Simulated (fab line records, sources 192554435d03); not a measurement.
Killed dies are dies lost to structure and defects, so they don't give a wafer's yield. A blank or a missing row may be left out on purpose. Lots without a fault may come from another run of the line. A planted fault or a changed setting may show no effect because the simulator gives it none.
fab line records | flow n5_finfet
record lots=7 wafers=39
route steps=1938 shown WELL_APT@55 FIN_SAQP@94 DUMMY_GATE@246 GATE_CUT@477
start_h: hours from the record's first day to the start of the lot's first wafer shown | wait_h: hours since the lot's step before | " the same as in the row above | L1.1+2: a row that stands for several wafers | - no value, or no start given | * or withheld: withheld | < > ~ a bound
route shown NAME@n: a module of which the file shows steps, and the number in the route of the first | usual: mean/standard deviation of fault-free wafers | same: alike in all rows | chamber/n: place in a boat | sites: the reading at each site | _std_site: their standard deviation | _edge_site: outer sites' mean less inner sites' | radius_mm: how far each site lies from the wafer's centre | mask NAME#n: copy n | behind: the tool/chamber that last shaped the wafer | hold: why the lot was held/for how many hours/how that ended | device: the transistor (n, p or np) that didn't switch | end of line: the same wafers' tests at the end of the route | a step without rows: its recipe alone | killed: dies lost to structure and defects at the first sort, not the wafer's yield | map: a wafer's dies, x killed, . not, _ none there
set.NAME: the setting as run; set.NAME@STEP: as run at that earlier step | model.NAME: the simulator's own value behind a step, which no gauge read
lots whose settings were changed on purpose; a table a step, a row a wafer
## steps
# step N5_WELL_APT_EPI_41
# recipe material=Si target_thk_a=500 temp_c=650 precursor=SiH4/H2 pressure_torr=20 time_s=297.7
# columns lot.wafer tool chamber start_h wait_h set.time_s model.Si_of_WELL_APT_EPI_41.thk_nm
L074.1 epi_rpcvd-02 0 16.48 0.0 297.7 49.24
L074.4 " 0 " " 297.7 50.01
L074.6 " 0 " " 297.7 49.62
L081.1 epi_rpcvd-01 0 58.69 0.0 310.9 52.4
L081.2 " 0 " " 297.7 50.01
L081.3 " 0 " " 310.9 51.88
L081.4 " 0 " " 297.7 49.7
L081.5 " 0 " " 310.9 52.02
L081.6 " 0 " " 297.7 49.74
L082.1 epi_rpcvd-04 0 64.06 0.0 314 52.71
L082.2 " 0 " " 297.7 50.48
L082.3 " 0 " " 297.7 49.87
L082.4 " 0 " " 314 53.3
L082.5 " 0 " " 314 52.82
L082.6 " 0 " " 297.7 50.37
L083.1 epi_rpcvd-01 0 70.27 0.0 297.7 50.07
L083.2 " 0 " " 291.1 48.24
L083.3 " 0 " " 291.1 48.78
L083.4 " 0 " " 297.7 49.57
L083.5 " 0 " " 291.1 48.83
L083.6 " 0 " " 297.7 49.56
L089.1 epi_rpcvd-04 0 106.50 0.0 297.7 50.43
L089.2 " 0 " " 274.4 45.88
L089.3 " 0 " " 297.7 50.17
L089.4 " 0 " " 274.4 46.75
L089.5 " 0 " " 297.7 50.61
L089.6 " 0 " " 274.4 46.18
L091.1 epi_rpcvd-01 0 118.01 0.0 297.7 50.05
L091.2 " 0 " " 319.4 53.21
L091.3 " 0 " " 297.7 49.39
L091.4 " 0 " " 319.4 52.84
L091.5 " 0 " " 319.4 53.1
L091.6 " 0 " " 297.7 50
L094.1 epi_rpcvd-02 0 136.76 0.0 297.7 50.34
L094.2 " 0 " " 282.1 47.55
L094.3 " 0 " " 297.7 49.64
L094.4 " 0 " " 282.1 47.52
L094.5 " 0 " " 282.1 47.79
L094.6 " 0 " " 297.7 49.89
# step N5_FIN_SAQP_ALD_61
# recipe material=SiO2 target_thk_a=40 temp_c=300 ald_precursor_family=BDEAS ald_co_reactant=O2-plasma pulse_time_s=1 purge_time_s=2 co_reactant_purge_time_s=2 ald_cycles=43 pressure_torr=2
# columns lot.wafer tool chamber start_h wait_h set.temp_c model.SiO2_of_FIN_SAQP_ALD_61.thk_nm
L074.1 ald_sin-02 3 21.00 0.0 300 4.022
L074.4 " 0 " " 300 3.983
L074.6 " 1 " " 300 4.023
L081.1 ald_sin-03 1 63.43 0.0 300 4.011
L081.2 " 2 " " 300 4.003
L081.3 " 0 " " 300 4.038
L081.4 " 3 " " 311.9 3.923
L081.5 " 0 " " 311.9 3.964
L081.6 " 1 " " 311.9 3.953
L082.1 ald_sin-02 3 69.09 0.0 300 4.03
L082.2 " 1 " " 300 4.01
L082.3 " 2 " " 293.1 4.122
L082.4 " 0 " " 293.1 4.13
L082.5 " 1 " " 300 4.019
L082.6 " 2 " " 293.1 4.101
L083.1 ald_sin-04 3 74.91 0.0 300 4.004
L083.2 " 1 " " 300 3.98
L083.3 " 2 " " 300 4.05
L083.4+6 " 0,3 " " 300 3.992
L083.5 " 0 " " 300 4.036
L089.1 ald_sin-02 3 110.40 0.0 300 4.02
L089.2+5 " 0,2 " " 300 3.998
L089.3 " 1 " " 310.3 3.933
L089.4 " 2 " " 310.3 3.943
L089.6 " 1 " " 310.3 3.954
L091.1 ald_sin-04 2 122.24 0.0 300 3.994
L091.2 " 3 " " 313.2 3.916
L091.3 " 1 " " 313.2 3.93
L091.4 " 0 " " 300 3.99
L091.5 " 3 " " 300 3.985
L091.6 " 0 " " 313.2 3.924
L094.1 ald_sin-04 1 141.09 0.1 288.7 4.139
L094.2 " 3 " " 300 3.979
L094.3 " 2 " " 300 4
L094.4 " 0 " " 288.7 4.155
L094.5 " 3 " " 300 3.98
L094.6 " 0 " " 288.7 4.137
# step N5_DUMMY_GATE_ETCH_32
# recipe chemistry=CF4 target=SiO2 target_depth_a=35 time_s=3.9 ion_energy_ev=350 pressure_mtorr=10 icp_w=800 bias_w=400 cf4_flow_sccm=80
# columns lot.wafer tool chamber start_h wait_h set.time_s model.etch.depth_nm
L074.1 rie_si-06 1 48.33 0.1 3.9 3.7
L074.4 " 0 " " 3.9 3.563
L074.6 " 0 " " 3.9 3.62
L081.1 rie_si-03 0 90.17 0.1 4.228 3.825
L081.2 " 1 " " 3.9 3.485
L081.3 " 2 " " 4.228 3.677
L081.4 " 0 " " 4.228 3.819
L081.5 " 1 " " 3.9 3.47
L081.6 " 2 " " 3.9 3.415
L082.1 rie_si-02 0 95.75 0.1 3.9 3.425
L082.2 " 2 " " 4.259 3.684
L082.3 " 1 " " 3.9 3.523
L082.4 " 3 " " 4.259 3.696
L082.5 " 2 " " 4.259 3.634
L082.6 " 1 " " 3.9 3.545
L083.1 rie_si-02 1 100.52 0.1 4.56 4.172
L083.2 " 2 " " 3.9 3.361
L083.3 " 0 " " 3.9 3.457
L083.4 " 3 " " 4.56 3.97
L083.5 " 2 " " 4.56 3.928
L083.6 " 1 " " 3.9 3.589
L089.1 rie_si-03 0 136.45 0.1 4.717 4.273
L089.2 " 3 " " 3.9 3.487
L089.3 " 2 " " 4.717 4.139
L089.4 " 1 " " 4.717 4.214
L089.5 " 1 " " 3.9 3.49
L089.6 " 0 " " 3.9 3.518
L091.1 rie_si-03 0 148.27 0.1 4.591 4.109
L091.2 " 3 " " 3.9 3.475
L091.3 " 1 " " 4.591 4.082
L091.4 " 2 " " 4.591 3.986
L091.5 " 3 " " 3.9 3.487
L091.6 " 2 " " 3.9 3.394
L094.1 rie_si-03 3 167.91 0.1 4.49 4.016
L094.2 " 2 " " 3.9 3.421
L094.3 " 0 " " 4.49 4.068
L094.4 " 1 " " 3.9 3.492
L094.5 " 0 " " 4.49 4.032
L094.6 " 1 " " 3.9 3.487
# step N5_DUMMY_GATE_ETCH_42
# recipe chemistry=CHF3/O2 target=SiO2 target_depth_a=35 time_s=31 ion_energy_ev=30 bias_w=12 pressure_mtorr=30 source_w=600 Ar_flow_sccm=200 CHF3_flow_sccm=50 O2_flow_sccm=5
# usual rf_vpp_V=41.7/1.2
# columns lot.wafer tool chamber start_h wait_h set.bias_w rf_vpp_V
L074.1 rie_diel-06 0 48.59 0.0 12 42.9
L074.4 " 1 " " 12 40.9
L074.6 " 3 " " 12 40.2
L081.1 rie_diel-06 2 90.41 0.0 12 40.3
L081.2 " 3 " " 12 42.8
L081.3 " 1 " " 14 47.1
L081.4 " 0 " " 12 43.8
L081.5 " 0 " " 14 46.5
L081.6 " 3 " " 14 47.8
L082.1 rie_diel-06 1 96.00 0.0 12 41.9
L082.2 " 0 " " 12 42.3
L082.3 " 3 " " 12 41.8
L082.4 " 1 " " 12 43.1
L082.5 " 0 " " 12 43.8
L082.6 " 3 " " 12 42.0
L083.1 rie_diel-06 1 100.84 0.1 12 42.8
L083.2 " 0 " " 10 37.5
L083.3 " 3 " " 10 36.8
L083.4 " 0 " " 10 37.9
L083.5 " 1 " " 12 42.0
L083.6 " 3 " " 12 41.1
L089.1 rie_diel-06 1 136.70 0.0 10.89 39.6
L089.2 " 3 " " 10.89 38.9
L089.3 " 2 " " 12 41.3
L089.4 " 0 " " 12 43.2
L089.5 " 2 " " 12 39.6
L089.6 " 1 " " 10.89 39.8
L091.1 rie_diel-02 3 148.52 0.0 12 41.4
L091.2 " 0 " " 12 42.4
L091.3 " 2 " " 10.55 36.2
L091.4 " 1 " " 10.55 37.0
L091.5 " 2 " " 10.55 37.7
L091.6 " 1 " " 12 39.7
L094.1 rie_diel-06 2 168.17 0.1 12 42.1
L094.2 " 3 " " 12 42.7
L094.3 " 1 " " 12 41.6
L094.4 " 1 " " 12 42.2
L094.5 " 2 " " 12 41.5
L094.6 " 3 " " 12 42.2
# step N5_GATE_CUT_HM_DEP_46
# recipe material=SiO2 target_thk_a=1300 temp_c=400 precursor=TEOS/O2 pressure_torr=6.5 rf_w=900 teos_flow_sccm=161.4 gas=O2 flow_sccm=2650 time_s=26.6
# columns lot.wafer tool chamber start_h wait_h set.time_s model.SiO2_of_GATE_CUT_HM_DEP_46.thk_nm
L074.1 pecvd-03 2 85.97 0.0 26.6 129.8
L074.4+6 " 2,0 " " 26.6 132.4
L081.1 pecvd-02 2 126.48 0.0 23.43 112.8
L081.2 " 1 " " 23.43 114.8
L081.3 " 0 " " 26.6 127.6
L081.4 " 0 " " 26.6 130.8
L081.5 " 1 " " 26.6 131.4
L081.6 " 2 " " 23.43 116.2
L082.1 pecvd-03 0 130.49 0.0 30.63 147.2
L082.2 " 2 " " 30.63 149.6
L082.3 " 1 " " 26.6 129.2
L082.4 " 2 " " 30.63 151.2
L082.5 " 0 " " 26.6 130.8
L082.6 " 1 " " 26.6 131.2
L083.1+2 pecvd-02 2,0 135.08 0.0 26.6 129.4
L083.3 " 1 " " 30.84 149.4
L083.4 " 1 " " 26.6 131.2
L083.5 " 2 " " 30.84 151.8
L083.6 " 0 " " 30.84 151.6
L089.1 pecvd-02 0 175.58 0.0 22.9 112
L089.2 " 2 " " 26.6 129.2
L089.3 " 1 " " 26.6 129.4
L089.4 " 0 " " 22.9 113.2
L089.5 " 1 " " 26.6 132.6
L089.6 " 2 " " 22.9 113.4
L091.1 pecvd-02 2 183.08 0.0 28.76 137.2
L091.2 " 1 " " 26.6 129.4
L091.3 " 0 " " 28.76 137
L091.4 " 1 " " 26.6 133
L091.5 " 0 " " 26.6 129.8
L091.6 " 2 " " 28.76 140.2
L094.1 pecvd-02 1 206.16 0.0 26.6 129.4
L094.2 " 0 " " 26.6 128.4
L094.3 " 1 " " 26.6 134
L094.4 " 0 " " 24.92 122.2
L094.5 " 1 " " 24.92 124.6
L094.6 " 0 " " 24.92 123.4
# step N5_GATE_CUT_COAT_34
# recipe resist=SOC temp_c=250 time_s=60 spin_rpm=1500 resist_thk_nm=60
# step N5_GATE_CUT_COAT_35
# recipe resist=SiARC temp_c=220 time_s=60 spin_rpm=1500 resist_thk_nm=10
# step N5_GATE_CUT_STRIP_38
# recipe chemistry=N2/H2 temp_c=40 n2_flow_sccm=200 h2_flow_sccm=200 rf_frequency_hz=6e+07
# step N5_GATE_CUT_STRIP_39
# recipe chemistry=N2/H2 temp_c=40 n2_flow_sccm=200 h2_flow_sccm=200 rf_frequency_hz=6e+07
# step N5_GATE_CUT_HM_OPEN_40
# recipe chemistry=C4F6/O2 target=SiO2 mask_material=SiARC target_depth_a=1390 time_s=85.1 ion_energy_ev=250 pressure_mtorr=30 source_w=345 bias_w=185 Ar_flow_sccm=300 C4F6_flow_sccm=10 O2_flow_sccm=10 ends=cleared
# usual etch_rf_on_time_s=95.1/2.5
# columns lot.wafer tool chamber start_h wait_h set.time_s@GATE_CUT_HM_DEP_46 etch_rf_on_time_s model.etch.depth_nm model.SOC_of_GATE_CUT_COAT_34.thk_nm
L074.1 rie_diel-03 0 86.61 0.0 26.6 96.4 129.8 32.2
L074.4 " 0 " " 26.6 98.1 132.4 31.6
L074.6 " 3 " " 26.6 98.8 132.4 31.8
L081.1 rie_diel-02 1 127.22 0.0 23.43 81.8 112.8 36.6
L081.2 " 2 " " 23.43 83.3 114.8 36.6
L081.3 " 3 " " 26.6 97.8 127.5 33.2
L081.4 " 0 " " 26.6 95.8 130.8 32.6
L081.5 " 1 " " 26.6 95.8 131.4 32.8
L081.6 " 2 " " 23.43 83.4 116.1 36.2
L082.1 rie_diel-02 0 131.24 0.0 30.63 109.6 147.3 28.8
L082.2 " 1 " " 30.63 109.8 149.6 28.6
L082.3 " 2 " " 26.6 93.5 129.1 33.4
L082.4 " 3 " " 30.63 116.8 151.3 28
L082.5 " 2 " " 26.6 95.1 130.8 33
L082.6 " 3 " " 26.6 101.4 131.3 32.2
L083.1 rie_diel-06 1 135.83 0.0 26.6 92.0 129.5 32.8
L083.2 " 2 " " 26.6 96.6 129.4 33
L083.3 " 3 " " 30.84 105.6 149.5 29
L083.4 " 0 " " 26.6 95.5 131.2 33.4
L083.5 " 0 " " 30.84 110.3 151.7 29
L083.6 " 1 " " 30.84 107.0 151.7 28.2
L089.1 rie_diel-03 2 176.33 0.0 22.9 82.2 112.1 36
L089.2 " 3 " " 26.6 96.5 129.1 32.6
L089.3 " 1 " " 26.6 93.9 129.4 33.4
L089.4 " 1 " " 22.9 82.9 113.2 37
L089.5 " 2 " " 26.6 97.8 132.7 32
L089.6 " 3 " " 22.9 84.9 113.4 35.6
L091.1 rie_diel-06 2 183.83 0.0 28.76 102.9 137.3 31.4
L091.2 " 3 " " 26.6 91.5 129.5 33
L091.3 " 0 " " 28.76 99.6 137 32
L091.4 " 1 " " 26.6 94.7 133.1 32.2
L091.5 " 2 " " 26.6 97.3 129.7 32.8
L091.6 " 1 " " 28.76 99.9 140.2 30.6
L094.1 rie_diel-03 1 206.93 0.0 26.6 94.0 129.5 33.4
L094.2 " 3 " " 26.6 94.9 128.4 32.6
L094.3 " 2 " " 26.6 97.0 134.1 31.4
L094.4 " 3 " " 24.92 90.3 122.2 34
L094.5 " 2 " " 24.92 89.8 124.5 33.4
L094.6 " 1 " " 24.92 89.5 123.4 34.4
# step N5_GATE_CUT_STRIP_41
# recipe chemistry=CF4 resist=SiARC power_w=300 bias_power_w=75 pressure_mtorr=50 cf4_flow_sccm=150 rf_frequency_hz=6e+07
# step N5_GATE_CUT_STRIP_42
# recipe chemistry=O2 power_w=400 temp_c=40 pressure_mtorr=30 rf_frequency_hz=6e+07 bias_power_w=0 overash_fraction=0.3 o2_flow_sccm=225
# step N5_GATE_CUT_ALD_22
# recipe material=SiNx target_thk_a=160 temp_c=400 ald_precursor_family=SiH2I2 ald_co_reactant=N2/H2-plasma pulse_time_s=1 ald_cycles=320 purge_time_s=2 co_reactant_purge_time_s=2 pressure_torr=2
# step N5_GATE_CUT_CMP_23
# recipe stop_on=SiO2 t_overpolish_s=23.4 post_cmp_clean=alkaline_brush down_force_psi=2.5 platen_rpm=51.8 pad_velocity_m_s=1.0307 target_thk_nm=16
# step N5_GATE_CUT_THK_MEAS_24
# recipe reads=SiO2_of_GATE_CUT_HM_DEP_46+SiO2_flowable_of_ILD0_FCVD_FILL_01
# usual GC_FILL_THK=219.9/2.2
# columns lot.wafer tool chamber start_h wait_h set.time_s@GATE_CUT_HM_DEP_46 GC_FILL_THK[nm]
L074.1 film_metro-01 - 90.03 - 26.6 220.8
L074.4 " - " " 26.6 221.7
L074.6 " - " " 26.6 221.7
L081.1 film_metro-02 - 129.69 - 23.43 202.7
L081.2 " - " " 23.43 203.9
L081.3 " - " " 26.6 214.8
L081.4 " - " " 26.6 219.4
L081.5 " - " " 26.6 220.8
L081.6 " - " " 23.43 205.9
L082.1 film_metro-02 - 133.78 - 30.63 235.8
L082.2 " - " " 30.63 241.2
L082.3 " - " " 26.6 220.5
L082.4 " - " " 30.63 241.4
L082.5 " - " " 26.6 222.8
L082.6 " - " " 26.6 221.4
L083.1 film_metro-01 - 138.29 - 26.6 218.6
L083.2 " - " " 26.6 220.3
L083.3 " - " " 30.84 240.6
L083.4 " - " " 26.6 219.7
L083.5 " - " " 30.84 241.4
L083.6 " - " " 30.84 242.6
L089.1 film_metro-01 - 178.83 - 22.9 203.2
L089.2 " - " " 26.6 220.1
L089.3 " - " " 26.6 217.0
L089.4 " - " " 22.9 200.9
L089.5 " - " " 26.6 220.8
L089.6 " - " " 22.9 204.0
L091.1 film_metro-01 - 186.29 - 28.76 227.5
L091.2 " - " " 26.6 218.3
L091.3 " - " " 28.76 227.2
L091.4 " - " " 26.6 223.9
L091.5 " - " " 26.6 220.5
L091.6 " - " " 28.76 229.2
L094.1 film_metro-02 - 209.53 - 26.6 220.6
L094.2 " - " " 26.6 218.3
L094.3 " - " " 26.6 224.7
L094.4 " - " " 24.92 211.3
L094.5 " - " " 24.92 216.4
L094.6 " - " " 24.92 215.7
# step N5_GATE_CUT_CMP_43
# recipe material=SiO2 post_cmp_clean=rinse_only
# columns lot.wafer tool chamber start_h wait_h set.time_s@GATE_CUT_HM_DEP_46 model.SiO2_of_GATE_CUT_HM_DEP_46.thk_nm
L074.1 cmp-01 3 90.14 0.1 26.6 5
L074.4+6 " 1,2 " " 26.6 5.2
L081.2+1 cmp-01 1,3 129.72 0.0 23.43 4.2
L081.3 " 2 " " 26.6 4.8
L081.4+5 " 0,2 " " 26.6 5
L081.6 " 1 " " 23.43 4.4
L082.4+2 cmp-01 3,1 133.81 0.0 30.63 6
L082.1 " 0 " " 30.63 5.8
L082.3+5+6 " 2,3,0 " " 26.6 5
L083.3+5+6 cmp-01 3,3,0 138.32 0.0 30.84 6
L083.2+4+1 " 0,1,2 " " 26.6 5
L089.1+4+6 cmp-01 3,0,3 178.86 0.0 22.9 4.2
L089.2+3 " 1,2 " " 26.6 5
L089.5 " 0 " " 26.6 5.2
L091.2+5 cmp-02 1 186.32 0.0 26.6 5
L091.3+1+6 " 2,3,2 " " 28.76 5.4
L091.4 " 0 " " 26.6 5.2
L094.1+2 cmp-02 0,1 209.56 0.0 26.6 5
L094.3 " 2 " " 26.6 5.2
L094.4+6 " 3,0 " " 24.92 4.6
L094.5 " 1 " " 24.92 4.8
## key
split step=N5_WELL_APT_EPI_41 setting=time_s stated=297.7 by=wafer
response step=N5_WELL_APT_EPI_41 reading=model.Si_of_WELL_APT_EPI_41.thk_nm change=+0.487 per=1% r=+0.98
split step=N5_FIN_SAQP_ALD_61 setting=temp_c stated=300 by=wafer
response step=N5_FIN_SAQP_ALD_61 reading=model.SiO2_of_FIN_SAQP_ALD_61.thk_nm change=-0.0242 per=1% r=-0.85
split step=N5_DUMMY_GATE_ETCH_32 setting=time_s stated=3.9 by=wafer
response step=N5_DUMMY_GATE_ETCH_32 reading=model.etch.depth_nm change=+0.0337 per=1% r=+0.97
split step=N5_DUMMY_GATE_ETCH_42 setting=bias_w stated=12 by=wafer
response step=N5_DUMMY_GATE_ETCH_42 reading=rf_vpp_V change=+0.287 per=1% r=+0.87
split step=N5_GATE_CUT_HM_DEP_46 setting=time_s stated=26.6 by=wafer
response step=N5_GATE_CUT_HM_DEP_46 reading=model.SiO2_of_GATE_CUT_HM_DEP_46.thk_nm change=+1.25 per=1% r=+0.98
response step=N5_GATE_CUT_HM_OPEN_40 reading=etch_rf_on_time_s change=* per=1% r=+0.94
response step=N5_GATE_CUT_HM_OPEN_40 reading=model.etch.depth_nm change=+1.25 per=1% r=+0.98
response step=N5_GATE_CUT_HM_OPEN_40 reading=model.SOC_of_GATE_CUT_COAT_34.thk_nm change=-0.268 per=1% r=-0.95
response step=N5_GATE_CUT_THK_MEAS_24 reading=GC_FILL_THK change=+1.21 per=1% r=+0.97
response step=N5_GATE_CUT_CMP_43 reading=model.SiO2_of_GATE_CUT_HM_DEP_46.thk_nm change=+0.0598 per=1% r=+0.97
